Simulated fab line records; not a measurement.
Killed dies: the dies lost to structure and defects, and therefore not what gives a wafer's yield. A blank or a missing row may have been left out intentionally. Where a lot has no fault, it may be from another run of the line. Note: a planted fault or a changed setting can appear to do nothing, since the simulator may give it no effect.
fab line records + flow nand-harc
record:
- lots: 12
- wafers: 36
- last-day: 33
route steps=1302 shown P_M0@283 P_M1@298
lots with no fault: from the same line, run without faults
start-h: hours from the record's first day to the start of the lot's first wafer shown + wait-h: how many hours have passed since the lot's step before this one + " repeats the value in the row above + L1.1+2: a single row standing in for several wafers + - no value, or no start was given + * or withheld: withheld + < > ~ a bound
route shown NAME@n: names a module that has steps shown in the file, with the first one's number in the route + usual: mean and standard deviation over wafers with no fault + same: alike in all rows + chamber/n: place in a boat + sites: readings site by site + _std_site: standard deviation across them + _edge_site: mean of outer sites minus mean of inner sites + radius-mm: for every site, how far away it sits from the centre of the wafer + mask NAME#n: copy n + behind: the last tool/chamber to shape the wafer + hold: why the lot went on hold/how many hours it stayed there/how the hold came to an end + device: names the non-switching transistor (n, p or np) + end of line: the route-end tests of the same wafers + a step with no rows: only its recipe + killed: the dies lost at the first sort to structure and to defects; this is not the yield of the wafer + map: a wafer's dies, marking killed ones x, the rest . and places with no die _
set.NAME: the setting that was run; set.NAME@STEP: the one run at that earlier step + model.NAME: the simulator's own value behind a step, which no gauge read
route steps across a sampled set of lots; one table per step, one row per wafer
services: a tool's chamber out of use, with start hour (start-h, from the record's first day; less than 0 if before it), hours out, and reason
== steps ==
step: NHARC_P_M0_PRE_CLEAN_31
recipe:
- time-s: 12
- temp-c: 370
- rf-power-w: 300
- gas: NH3
usual:
- heater-power-w: 672/56
| lot.wafer | tool     | chamber | start-h | wait-h | heater-power-w | since-wet-clean-h |
|-----------|----------|---------|---------|--------|----------------|-------------------|
| L137.1    | pecvd-04 | 2       | 128.05  | 0.1    | 635            | 27                |
| L137.5    | "        | 1       | "       | "      | 679            | -                 |
| L137.4    | "        | 2       | "       | "      | 627            | -                 |
| L138.1    | pecvd-02 | 2       | 140.21  | 0.1    | 756            | 80                |
| L138.4    | "        | 1       | "       | "      | 742            | -                 |
| L138.5    | "        | 2       | "       | "      | 754            | -                 |
| L139.3    | pecvd-04 | 1       | 148.24  | 0.1    | 636            | 47                |
| L139.1    | "        | 2       | "       | "      | 583            | 47                |
| L139.5    | "        | 0       | "       | "      | 598            | -                 |
| L140.1    | pecvd-04 | 0       | 152.67  | 0.1    | 622            | 52                |
| L140.3    | "        | 1       | "       | "      | 698            | 52                |
| L140.4    | "        | 1       | "       | "      | 713            | -                 |
| L141.3    | pecvd-01 | 2       | 164.87  | 0.1    | 742            | 22                |
| L141.2    | "        | 0       | "       | "      | 658            | 22                |
| L141.4    | "        | 0       | "       | "      | 654            | -                 |
| L143.2    | pecvd-01 | 0       | 183.51  | 0.1    | 677            | 41                |
| L143.6    | "        | 0       | "       | "      | 656            | -                 |
| L143.4    | "        | 1       | "       | "      | 713            | -                 |
| L144.3    | pecvd-04 | 0       | 191.12  | 0.1    | 621            | 90                |
| L144.2    | "        | 1       | "       | "      | 635            | 90                |
| L144.6    | "        | 0       | "       | "      | 618            | -                 |
| L151.3    | pecvd-01 | 0       | 270.71  | 0.1    | 701            | 128               |
| L151.2    | "        | 1       | "       | "      | 693            | 128               |
| L151.5    | "        | 2       | "       | "      | 715            | -                 |
| L153.2    | pecvd-01 | 0       | 294.20  | 0.1    | 690            | 151               |
| L153.3    | "        | 2       | "       | "      | 744            | 151               |
| L153.6    | "        | 1       | "       | "      | 728            | -                 |
| L158.3    | pecvd-02 | 1       | 333.48  | 0.1    | 750            | 93                |
| L158.2    | "        | 2       | "       | "      | 728            | 93                |
| L158.1    | "        | 0       | "       | "      | 611            | 93                |
| L159.2    | pecvd-01 | 1       | 345.66  | 0.1    | 746            | 22                |
| L159.1    | "        | 0       | "       | "      | 690            | 22                |
| L159.6    | "        | 2       | "       | "      | 704            | -                 |
| L160.1    | pecvd-01 | 1       | 358.82  | 0.1    | 789            | 35                |
| L160.3    | "        | 2       | "       | "      | 728            | 35                |
| L160.5    | "        | 1       | "       | "      | 774            | -                 |
step: NHARC_P_M1_DESCUM_14
recipe:
- time-s: 3
- o2-flow-sccm: 200
- ar-flow-sccm: 0
- bias-power-w: 0
- chemistry: O2
usual:
- drypump-motor-current-A: 5.7/0.46
- oes-product-au: 0.998/0.0095
- rf-vpp-V: 57.7/1
- showerhead-plenum-p-Torr: 1.89/0.1
- throttle-valve-pct: 11.310/0.0087
| lot.wafer | tool        | chamber | start-h | wait-h | drypump-motor-current-A | oes-product-au | rf-hours-counter-h | rf-vpp-V | showerhead-plenum-p-Torr | throttle-valve-pct |
|-----------|-------------|---------|---------|--------|-------------------------|----------------|--------------------|----------|--------------------------|--------------------|
| L137.4    | rie-diel-11 | 1       | 129.55  | 0.1    | 6.2                     | 0.987          | 2                  | 58.0     | 1.99                     | 11.302             |
| L137.1    | "           | 2       | "       | "      | 5.7                     | 0.993          | 2                  | 57.7     | 2.06                     | 11.310             |
| L137.5    | "           | 1       | "       | "      | 6.2                     | 0.986          | -                  | 58.8     | 1.99                     | 11.306             |
| L138.4    | rie-diel-01 | 1       | 141.57  | 0.1    | 6.5                     | 1.012          | 11                 | 59.0     | 2.02                     | 11.320             |
| L138.1    | "           | 2       | "       | "      | 5.5                     | 1.005          | 9                  | 56.6     | 1.78                     | 11.317             |
| L138.5    | "           | 0       | "       | "      | 5.1                     | 1.011          | -                  | 57.1     | 1.79                     | 11.315             |
| L139.3    | rie-diel-12 | 3       | 149.64  | 0.1    | 6.0                     | 1.010          | 14                 | 58.2     | 1.97                     | 11.309             |
| L139.1    | "           | 0       | "       | "      | 6.1                     | 1.003          | 13                 | 58.1     | 1.89                     | 11.290             |
| L139.5    | "           | 1       | "       | "      | 5.8                     | 1.005          | -                  | 57.6     | 1.93                     | 11.304             |
| L140.4    | rie-diel-01 | 2       | 154.34  | 0.1    | 5.5                     | 0.987          | 11                 | 57.3     | 1.78                     | 11.312             |
| L140.3    | "           | 3       | "       | "      | 5.2                     | 0.996          | 10                 | 57.4     | 1.87                     | 11.297             |
| L140.1    | "           | 0       | "       | "      | 5.1                     | 0.998          | 11                 | 56.9     | 1.79                     | 11.309             |
| L141.4    | rie-diel-11 | 0       | 166.24  | 0.1    | 5.8                     | 0.997          | 5                  | 58.1     | 1.82                     | 11.309             |
| L141.3    | "           | 1       | "       | "      | 6.2                     | 0.980          | 5                  | 58.3     | 1.99                     | 11.297             |
| L141.2    | "           | 3       | "       | "      | 5.2                     | 0.990          | 5                  | 59.6     | 1.82                     | 11.308             |
| L143.4    | rie-diel-01 | 2       | 185.02  | 0.1    | 5.4                     | 0.999          | 13                 | 56.6     | 1.78                     | 11.324             |
| L143.2    | "           | 3       | "       | "      | 5.2                     | 1.002          | 13                 | 57.0     | 1.87                     | 11.317             |
| L143.6    | "           | 2       | "       | "      | 5.4                     | 0.993          | -                  | 59.3     | 1.78                     | 11.320             |
| L144.2    | rie-diel-01 | 0       | 192.62  | 0.1    | 5.1                     | 1.001          | 14                 | 55.7     | 1.78                     | 11.305             |
| L144.3    | "           | 1       | "       | "      | 6.5                     | 1.002          | 15                 | 58.1     | 2.02                     | 11.324             |
| L144.6    | "           | 3       | "       | "      | 5.2                     | 0.998          | -                  | 57.4     | 1.87                     | 11.329             |
| L151.3    | rie-diel-01 | 3       | 272.07  | 0.1    | 5.2                     | 0.998          | 4                  | 58.1     | 1.87                     | 11.304             |
| L151.2    | "           | 2       | "       | "      | 5.4                     | 1.001          | 5                  | 57.0     | 1.78                     | 11.306             |
| L151.5    | "           | 0       | "       | "      | 5.1                     | 0.994          | -                  | 56.0     | 1.78                     | 11.306             |
| L153.3    | rie-diel-11 | 2       | 295.61  | 0.1    | 5.7                     | 1.011          | 2                  | 57.9     | 2.05                     | 11.307             |
| L153.2    | "           | 3       | "       | "      | 5.2                     | 0.999          | 2                  | 57.6     | 1.82                     | 11.328             |
| L153.6    | "           | 2       | "       | "      | 5.7                     | 1.004          | -                  | 60.0     | 2.05                     | 11.303             |
| L158.2    | rie-diel-11 | 2       | 334.86  | 0.1    | 5.7                     | 1.005          | 4                  | 58.7     | 2.05                     | 11.313             |
| L158.1    | "           | 0       | "       | "      | 5.9                     | 0.990          | 4                  | 58.1     | 1.81                     | 11.307             |
| L158.3    | "           | 1       | "       | "      | 6.2                     | 0.993          | 4                  | 58.5     | 1.98                     | 11.310             |
| L159.2    | rie-diel-01 | 2       | 347.07  | 0.1    | 5.5                     | 0.999          | 11                 | 57.0     | 1.77                     | 11.310             |
| L159.1    | "           | 3       | "       | "      | 5.3                     | 1.005          | 10                 | 57.1     | 1.87                     | 11.313             |
| L159.6    | "           | 1       | "       | "      | 6.5                     | 0.999          | -                  | 58.9     | 2.02                     | 11.296             |
| L160.1    | rie-diel-01 | 0       | 360.33  | 0.1    | 5.1                     | 1.004          | 10                 | 56.4     | 1.78                     | 11.306             |
| L160.3    | "           | 1       | "       | "      | 6.5                     | 1.011          | 11                 | 58.1     | 2.02                     | 11.307             |
| L160.5    | "           | 3       | "       | "      | 5.2                     | 1.001          | -                  | 56.8     | 1.86                     | 11.299             |
step: NHARC_P_M1_DEGAS_29
recipe:
- temp-c: 250
- time-s: 60
usual:
- heater-power-w: 339/27
| lot.wafer | tool           | chamber | start-h | wait-h | heater-power-w |
|-----------|----------------|---------|---------|--------|----------------|
| L137.1    | pvd-sputter-02 | -       | 130.59  | -      | 286            |
| L137.4    | "              | -       | "       | "      | 330            |
| L137.5    | "              | -       | "       | "      | 372            |
| L138.4    | pvd-sputter-01 | -       | 142.59  | -      | 319            |
| L138.1    | "              | -       | "       | "      | 373            |
| L138.5    | "              | -       | "       | "      | 341            |
| L139.1    | pvd-sputter-02 | -       | 150.66  | -      | 366            |
| L139.3    | "              | -       | "       | "      | 278            |
| L139.5    | "              | -       | "       | "      | 314            |
| L140.4    | pvd-sputter-03 | -       | 155.37  | -      | 374            |
| L140.1    | "              | -       | "       | "      | 328            |
| L140.3    | "              | -       | "       | "      | 354            |
| L141.3    | pvd-sputter-01 | -       | 167.27  | -      | 374            |
| L141.2    | "              | -       | "       | "      | 335            |
| L141.4    | "              | -       | "       | "      | 342            |
| L143.4    | pvd-sputter-01 | -       | 186.03  | -      | 327            |
| L143.2    | "              | -       | "       | "      | 347            |
| L143.6    | "              | -       | "       | "      | 368            |
| L144.3    | pvd-sputter-03 | -       | 193.64  | -      | 346            |
| L144.2    | "              | -       | "       | "      | 316            |
| L144.6    | "              | -       | "       | "      | 343            |
| L151.2    | pvd-sputter-02 | -       | 273.10  | -      | 375            |
| L151.3    | "              | -       | "       | "      | 286            |
| L151.5    | "              | -       | "       | "      | 332            |
| L153.2    | pvd-sputter-01 | -       | 296.62  | -      | 326            |
| L153.3    | "              | -       | "       | "      | 333            |
| L153.6    | "              | -       | "       | "      | 393            |
| L158.2    | pvd-sputter-01 | -       | 335.88  | -      | 325            |
| L158.1    | "              | -       | "       | "      | 329            |
| L158.3    | "              | -       | "       | "      | 324            |
| L159.2    | pvd-sputter-03 | -       | 348.08  | -      | 315            |
| L159.1    | "              | -       | "       | "      | 354            |
| L159.6    | "              | -       | "       | "      | 326            |
| L160.1    | pvd-sputter-02 | -       | 361.39  | -      | 374            |
| L160.3    | "              | -       | "       | "      | 287            |
| L160.5    | "              | -       | "       | "      | 318            |
step: NHARC_P_M1_ECD_22
recipe:
- target-thk-a: 4000
- bath-temp-c: 25
- material: Cu
usual:
- bath-temp-c: 24.99/0.1
| lot.wafer | tool      | chamber | start-h | wait-h | bath-temp-c |
|-----------|-----------|---------|---------|--------|-------------|
| L137.1    | ecd-cu-02 | 1       | 130.99  | -      | 25.11       |
| L137.4    | "         | 1       | "       | "      | 25.03       |
| L137.5    | "         | 0       | "       | "      | 24.85       |
| L138.1    | ecd-cu-01 | 1       | 142.93  | -      | 25.12       |
| L138.4    | "         | 0       | "       | "      | 25.02       |
| L138.5    | "         | 1       | "       | "      | 25.02       |
| L139.1    | ecd-cu-02 | 0       | 151.00  | -      | 24.92       |
| L139.3    | "         | 0       | "       | "      | 24.88       |
| L139.5    | "         | 0       | "       | "      | 25.04       |
| L140.1    | ecd-cu-02 | 1       | 155.77  | -      | 24.99       |
| L140.3    | "         | 0       | "       | "      | 25.07       |
| L140.4    | "         | 1       | "       | "      | 24.94       |
| L141.2    | ecd-cu-02 | 1       | 167.62  | -      | 24.99       |
| L141.4    | "         | 1       | "       | "      | 24.99       |
| L141.3    | "         | 0       | "       | "      | 24.98       |
| L143.2    | ecd-cu-02 | 1       | 186.44  | -      | 24.99       |
| L143.4    | "         | 1       | "       | "      | 24.97       |
| L143.6    | "         | 0       | "       | "      | 25.09       |
| L144.2    | ecd-cu-02 | 0       | 194.05  | -      | 24.95       |
| L144.3    | "         | 1       | "       | "      | 25.11       |
| L144.6    | "         | 1       | "       | "      | 25.10       |
| L151.2    | ecd-cu-01 | 1       | 273.45  | -      | 25.08       |
| L151.3    | "         | 0       | "       | "      | 24.76       |
| L151.5    | "         | 0       | "       | "      | 25.08       |
| L153.2    | ecd-cu-02 | 1       | 297.03  | -      | 24.92       |
| L153.3    | "         | 1       | "       | "      | 24.88       |
| L153.6    | "         | 1       | "       | "      | 24.75       |
| L158.2    | ecd-cu-02 | 1       | 336.24  | -      | 24.90       |
| L158.1    | "         | 0       | "       | "      | 25.10       |
| L158.3    | "         | 0       | "       | "      | 25.16       |
| L159.2    | ecd-cu-01 | 0       | 348.44  | -      | 25.09       |
| L159.1    | "         | 1       | "       | "      | 24.91       |
| L159.6    | "         | 0       | "       | "      | 25.10       |
| L160.1    | ecd-cu-01 | 0       | 361.80  | -      | 25.05       |
| L160.3    | "         | 0       | "       | "      | 25.03       |
| L160.5    | "         | 1       | "       | "      | 24.87       |
step: NHARC_P_M1_CMP_23
recipe:
- t-overpolish-s: 20
- target-thk-nm: 157.82
usual:
- motor-current-A: 12.0/1.2
- slurry-filter-dp-kPa: 13.52/0.14
- time-to-endpoint-s: 28.1/2.8
| lot.wafer | tool   | chamber | start-h | wait-h | motor-current-A | slurry-filter-dp-kPa | time-to-endpoint-s |
|-----------|--------|---------|---------|--------|-----------------|----------------------|--------------------|
| L137.4    | cmp-03 | 3       | 131.69  | -      | 11.0            | 13.50                | 33.1               |
| L137.1    | "      | 0       | "       | "      | 11.6            | 13.38                | 26.3               |
| L137.5    | "      | 3       | "       | "      | 10.9            | 13.28                | 30.2               |
| L138.4    | cmp-02 | 1       | 143.72  | -      | 12.4            | 13.58                | 27.8               |
| L138.1    | "      | 2       | "       | "      | 14.0            | 13.49                | 26.9               |
| L138.5    | "      | 1       | "       | "      | 12.5            | 13.69                | 27.0               |
| L139.1    | cmp-02 | 1       | 151.73  | -      | 12.3            | 13.77                | 30.7               |
| L139.3    | "      | 3       | "       | "      | 12.8            | 13.56                | 24.7               |
| L139.5    | "      | 2       | "       | "      | 13.3            | 13.56                | 28.7               |
| L140.1    | cmp-02 | 2       | 156.50  | -      | 13.3            | 13.68                | 26.8               |
| L140.3    | "      | 3       | "       | "      | 11.9            | 13.45                | 23.3               |
| L140.4    | "      | 0       | "       | "      | 10.6            | 13.61                | 26.7               |
| L141.3    | cmp-02 | 2       | 168.39  | -      | 13.1            | 13.46                | 27.6               |
| L141.2    | "      | 3       | "       | "      | 12.6            | 13.54                | 24.0               |
| L141.4    | "      | 0       | "       | "      | 10.9            | 13.72                | 25.9               |
| L143.4    | cmp-04 | 2       | 187.17  | -      | 14.3            | 13.52                | 25.7               |
| L143.2    | "      | 3       | "       | "      | 10.1            | 13.53                | 30.0               |
| L143.6    | "      | 0       | "       | "      | 11.4            | 13.63                | 30.2               |
| L144.3    | cmp-03 | 1       | 194.75  | -      | 11.3            | 13.40                | 28.5               |
| L144.2    | "      | 2       | "       | "      | 13.4            | 13.59                | 29.6               |
| L144.6    | "      | 1       | "       | "      | 11.3            | 13.48                | 29.2               |
| L151.3    | cmp-03 | 3       | 274.17  | -      | 11.2            | 13.44                | 15.5               |
| L151.2    | "      | 2       | "       | "      | 13.1            | 13.69                | 27.0               |
| L151.5    | "      | 0       | "       | "      | 12.2            | 13.43                | 12.6               |
| L153.3    | cmp-04 | 3       | 297.73  | -      | 10.4            | 13.52                | 38.3               |
| L153.2    | "      | 0       | "       | "      | 10.9            | 13.20                | 37.1               |
| L153.6    | "      | 3       | "       | "      | 10.0            | 13.41                | 34.1               |
| L158.2    | cmp-02 | 3       | 337.02  | -      | 13.1            | 13.51                | 27.0               |
| L158.3    | "      | 0       | "       | "      | 10.9            | 13.63                | 28.6               |
| L158.1    | "      | 1       | "       | "      | 12.8            | 13.58                | 28.7               |
| L159.1    | cmp-04 | 1       | 349.17  | -      | 10.9            | 13.59                | 28.2               |
| L159.2    | "      | 3       | "       | "      | 10.3            | 13.44                | 32.9               |
| L159.6    | "      | 1       | "       | "      | 11.4            | 13.32                | 27.5               |
| L160.1    | cmp-04 | 2       | 362.67  | -      | 14.1            | 13.45                | 23.6               |
| L160.3    | "      | 1       | "       | "      | 11.1            | 13.46                | 24.8               |
| L160.5    | "      | 3       | "       | "      | 10.2            | 13.49                | 31.0               |
== services ==
| tool           | chamber | start-h | hours | kind   |
|----------------|---------|---------|-------|--------|
| pvd-sputter-02 | -       | 104.80  | 10.0  | pm     |
| cmp-04         | -       | 110.09  | 0.6   | repair |
| cmp-04         | -       | 111.00  | 4.0   | pm     |
| pecvd-01       | 2       | 121.81  | 6.7   | repair |
| cmp-02         | -       | 127.17  | 2.5   | repair |
| pecvd-01       | -       | 130.00  | 13.0  | pm     |
| cmp-02         | -       | 134.50  | 4.0   | pm     |
| pecvd-01       | 2       | 146.83  | 11.0  | repair |
| rie-diel-01    | 2       | 159.36  | 3.1   | repair |
| ecd-cu-01      | -       | 160.13  | 8.0   | pm     |
| ecd-cu-02      | -       | 181.49  | 1.7   | repair |
| rie-diel-01    | -       | 204.12  | 9.0   | pm     |
| ecd-cu-02      | -       | 205.08  | 1.3   | repair |
| pvd-sputter-01 | -       | 227.23  | 10.0  | pm     |
| cmp-02         | -       | 232.50  | 4.0   | pm     |
| ecd-cu-02      | -       | 244.12  | 8.0   | pm     |
| pecvd-01       | 0       | 244.33  | 8.0   | repair |
| cmp-02         | -       | 267.31  | 3.3   | repair |
| ecd-cu-02      | -       | 303.62  | 1.8   | repair |
| pecvd-01       | -       | 311.00  | 13.0  | pm     |
| rie-diel-01    | 1       | 313.07  | 5.4   | repair |
| cmp-02         | -       | 330.50  | 4.0   | pm     |
| pecvd-01       | -       | 330.75  | 0.5   | repair |
| cmp-02         | -       | 362.28  | 2.1   | repair |
== key ==
first-sign:
- step: NHARC_P_M1_CMP_23
- reading: time-to-endpoint-s
- direction: down
- sigmas: 5.1
- usual: *
- struck: *
effect none on later readings
met-at NHARC_P_M1_ECD_22
struck-lots L151
struck-wafers L151.3,L151.5
sort-left-out L151.3,L151.5
not-acting-at NHARC_P_M0_PRE_CLEAN_31,NHARC_P_M1_DESCUM_14,NHARC_P_M1_DEGAS_29
onset-between 142.93 273.45
fault:
- kind: process-parameter-drift
- tool: ecd-cu-01
- chamber: 0
- onset-h: 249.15
- steps: NHARC_P_M1_ECD_22
- channel: target-thk-a
- offset: *
- shape: step
- end-h: 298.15
- acts-in: *
- stated: *
sort-left-out: the simulated sort isn't trusted on such a fault, so these wafers' sort isn't shown, and their yield isn't known
